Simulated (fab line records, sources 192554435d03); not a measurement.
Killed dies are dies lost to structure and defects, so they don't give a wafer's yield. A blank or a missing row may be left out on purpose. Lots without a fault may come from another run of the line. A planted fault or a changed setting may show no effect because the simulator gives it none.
Split-lot experiment | flow n5_finfet | 7 lots, 21 wafers read, on a route of 1938 steps

THE SPLIT
At N5_BEOL_M10_EXPOSE_25 (exposes mask V9), the setting dose_mj was moved away from the recipe's 85.5 on 6 of the 21 wafers read, by -6.9% to +5.7%. The other wafers ran this setting at the recipe's value.

FROM THE SPLIT TO THE READING: what the file shows between them, 2 steps
- N5_BEOL_M10_PEB_26: peb time 60 s
- N5_BEOL_M10_DEVELOP_27: develop time 30 s

THE READING
cd_nm, in nm, at N5_BEOL_M10_CD_MEAS_28 (target cd 70 nm). Fault-free wafers of this fab line usually give 69.9 nm, standard deviation 1.4 nm.

wafer  | tool, chamber at the split | dose_mj as run | against the recipe | cd_nm, nm | against lot-mates on the recipe
L083.1 | arfi_scanner-02, 0         | 81.3           | -4.9%              | 64.8      | -4.4
L083.3 | arfi_scanner-02, 0         | 85.5           | recipe             | 69.4      | -
L083.4 | arfi_scanner-02, 0         | 85.5           | recipe             | 69.0      | -
L082.1 | arfi_scanner-01, 0         | 85.5           | recipe             | 70.2      | -
L082.4 | arfi_scanner-01, 0         | 85.5           | recipe             | 73.1      | -
L082.5 | arfi_scanner-01, 0         | 85.5           | recipe             | 71.8      | -
L084.1 | arfi_scanner-01, 0         | 85.5           | recipe             | 67.9      | -
L084.2 | arfi_scanner-01, 0         | 90.37          | +5.7%              | 73.1      | +4.4
L084.6 | arfi_scanner-01, 0         | 85.5           | recipe             | 69.5      | -
L085.1 | arfi_scanner-02, 0         | 85.5           | recipe             | 70.1      | -
L085.2 | arfi_scanner-02, 0         | 85.5           | recipe             | 69.5      | -
L085.4 | arfi_scanner-02, 0         | 79.63          | -6.9%              | 63.0      | -6.8
L087.1 | arfi_scanner-01, 0         | 89.57          | +4.8%              | 72.1      | +2.9
L087.2 | arfi_scanner-01, 0         | 85.5           | recipe             | 68.8      | -
L087.5 | arfi_scanner-01, 0         | 85.5           | recipe             | 69.6      | -
L095.1 | arfi_scanner-01, 0         | 85.5           | recipe             | 70.4      | -
L095.3 | arfi_scanner-01, 0         | 85.5           | recipe             | 69.9      | -
L095.6 | arfi_scanner-01, 0         | 85.5           | recipe             | 72.0      | -
L097.1 | arfi_scanner-03, 0         | 81.46          | -4.7%              | 67.3      | -3.1
L097.2 | arfi_scanner-03, 0         | 81.46          | -4.7%              | 67.6      | -2.8
L097.4 | arfi_scanner-03, 0         | 85.5           | recipe             | 70.4      | -

THE FIT
A straight line over all 21 wafers: cd_nm changes by +0.725 nm for each +1% of dose_mj; r = +0.84; the points scatter about the line by 1.4 nm.
The same after taking each lot's own level away (the mean of its wafers on the recipe; 21 wafers): +0.786 nm for each +1%; r = +0.94; scatter 0.81 nm.
On that fit, the largest move of dose_mj shifts the reading by 5.4 nm.
The lots' own levels span 68.70 to 71.70 nm, that is 2.1 times the standard deviation above.
So the lot-to-lot level changes the slope little: the two slopes agree.
Check: with one of the wafers moved furthest among these (-6.9%) left out of the fit, the line predicts -4.91 nm for it against its lot-mates. It came out at -6.8 nm against them.

OTHER SPLITS ON THESE WAFERS
These wafers also went through other splits before the reading. Each is held against what the fit with the lots' levels taken away leaves over:
other split on the same wafers | wafers away from the commonest value | r with cd_nm (lot level and that fit taken away)
N5_BEOL_M8_EXPOSE_08 dose_mj   | 5                                    | -0.11

THE FILE'S OWN FIT
cd_nm changes by +0.811 nm for each +1% of dose_mj, r = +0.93.
